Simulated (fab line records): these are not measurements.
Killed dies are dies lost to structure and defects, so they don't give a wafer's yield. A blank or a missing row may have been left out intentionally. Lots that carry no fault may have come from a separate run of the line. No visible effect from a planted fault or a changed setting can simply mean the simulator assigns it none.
Split-lot study ; flow n5_finfet ; 7 lots, 39 wafers read, on a route of 1938 steps

## THE SPLIT ITSELF
At N5_BEOL_M9_ETCH_62 (etches SOC in N2/H2, target depth 110 nm, overetch 22 nm, time 165 s), the setting time_s was moved away from the recipe's 165 s on 12 of the 39 wafers read, by -45.9% to +54.9%. This setting was run at the recipe's value on the other wafers.

Reading taken at the split's own step.

## THE READING
SiARC_of_BEOL_M9_COAT_60.thk_nm (the simulator's own value, which no gauge read), in nm, at N5_BEOL_M9_ETCH_62 (etches SOC in N2/H2, target depth 110 nm, overetch 22 nm, time 165 s). The file does not state a usual value for it. Average 23.5 nm, standard deviation 0.21 nm, over the 27 wafers here run with the recipe.

wafer;tool, chamber at the split;time_s as run, s;against the recipe;SiARC_of_BEOL_M9_COAT_60.thk_nm, nm;against lot-mates on the recipe
L075.1;rie_diel-01, 0;165;recipe;23.4;-
L075.2;rie_diel-01, 3;135.6;-17.8%;24.6;+1.2
L075.5;rie_diel-01, 3;135.6;-17.8%;24.6;+1.2
L075.3;rie_diel-01, 2;135.6;-17.8%;24.4;+1.0
L075.4;rie_diel-01, 1;165;recipe;23.6;-
L075.6;rie_diel-01, 2;165;recipe;23.2;-
L077.1;rie_diel-01, 1;165;recipe;23.8;-
L077.5;rie_diel-01, 1;165;recipe;23.8;-
L077.2;rie_diel-01, 3,2,2;165;recipe;23.4;-
L077.4;rie_diel-01, 3,2,2;165;recipe;23.4;-
L077.6;rie_diel-01, 3,2,2;165;recipe;23.4;-
L077.3;rie_diel-01, 0;165;recipe;23.6;-
L079.1;rie_diel-02, 1,0;165;recipe;23.4;-
L079.3;rie_diel-02, 1,0;165;recipe;23.4;-
L079.2;rie_diel-02, 2,3;89.3;-45.9%;26.6;+3.1
L079.4;rie_diel-02, 2,3;89.3;-45.9%;26.6;+3.1
L079.5;rie_diel-02, 0;89.3;-45.9%;26.4;+2.9
L079.6;rie_diel-02, 3;165;recipe;23.6;-
L082.1;rie_diel-02, 2,1;165;recipe;23.4;-
L082.2;rie_diel-02, 2,1;165;recipe;23.4;-
L082.3;rie_diel-02, 3;165;recipe;23.6;-
L082.6;rie_diel-02, 3;165;recipe;23.6;-
L082.4;rie_diel-02, 0;165;recipe;23.2;-
L082.5;rie_diel-02, 0;165;recipe;23.2;-
L084.1;rie_diel-05, 3,1;165;recipe;23.4;-
L084.2;rie_diel-05, 3,1;165;recipe;23.4;-
L084.5;rie_diel-05, 0;165;recipe;23;-
L091.1;rie_diel-02, 1;255.6;+54.9%;20.2;-3.5
L091.2;rie_diel-02, 3;255.6;+54.9%;20.6;-3.1
L091.3;rie_diel-02, 0,2;165;recipe;23.6;-
L091.4;rie_diel-02, 0,2;165;recipe;23.6;-
L091.5;rie_diel-02, 3;165;recipe;23.8;-
L091.6;rie_diel-02, 0;255.6;+54.9%;20;-3.7
L094.1;rie_diel-05, 2;200.7;+21.6%;22.4;-0.9
L094.2;rie_diel-05, 1;165;recipe;23.6;-
L094.3;rie_diel-05, 3;200.7;+21.6%;22;-1.3
L094.4;rie_diel-05, 0;165;recipe;23;-
L094.5;rie_diel-05, 0;200.7;+21.6%;21.6;-1.7
L094.6;rie_diel-05, 3;165;recipe;23.4;-
If several chambers appear in one row, that row covers several wafers at once and the file leaves open which wafer was in which chamber.

FIT RESULTS
A straight line over all 39 wafers: SiARC_of_BEOL_M9_COAT_60.thk_nm changes by -0.0622 nm for each +1% of time_s; r = -0.99; the points scatter about the line by 0.24 nm.
The same after taking each lot's own level away (the mean of its wafers on the recipe; 39 wafers): -0.0638 nm for each +1%; r = -0.99; scatter 0.2 nm.
The reading moves by 3.5 nm for the largest change in time_s, on that fit.
From 23.27 to 23.67 nm: that is the span of the lots' own levels, equal to 1.9 times the standard deviation above.
Hence the lot-to-lot level has little effect on the slope; both slopes agree.
Check: with one of the wafers moved furthest among these (+54.9%) left out of the fit, the line predicts -3.48 nm for it against its lot-mates. It came out at -3.47 nm against them.

## FURTHER SPLITS ON THESE WAFERS
Other splits were also applied to these wafers ahead of the reading. Each is held against what the fit with the lots' levels taken away leaves over:
other split on the same wafers;wafers away from the commonest value;r with SiARC_of_BEOL_M9_COAT_60.thk_nm (lot level and that fit taken away)
N5_DUMMY_GATE_PECVD_30 time_s;15;-0.14
N5_SD_EPI_N_EPI_21 epi_growth_time_s;12;+0.20
N5_BEOL_M2_CVD_47 target_thk_a;9;+0.12
N5_BEOL_M3_DEP_57 target_thk_a;9;+0.11
N5_BEOL_M7_ILD_DEP_00 time_s;15;+0.03

## THE WHOLE CHAIN: every reading that the file lists as answering this split, in the file's order
step;what it does;reading;change (the file's fit);r (the file's)
N5_BEOL_M9_ETCH_62;etches SOC in N2/H2, target depth 110 nm, overetch 22 nm, time 165 s;SiARC_of_BEOL_M9_COAT_60.thk_nm (the simulator's own value, which no gauge read);-0.0637 nm for each +1% of the setting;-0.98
N5_BEOL_M9_HM_OPEN_17;chemistry Cl2/BCl3, target TiN, target depth 20 nm, overetch 6 nm;etch.depth_nm (the simulator's own value, which no gauge read);not straight: 19.7 at the lowest setting, 20.14 at the recipe, 11.43 at the highest;not given

## FILE'S OWN FIT
SiARC_of_BEOL_M9_COAT_60.thk_nm changes by -0.0637 nm for each +1% of time_s, r = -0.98.
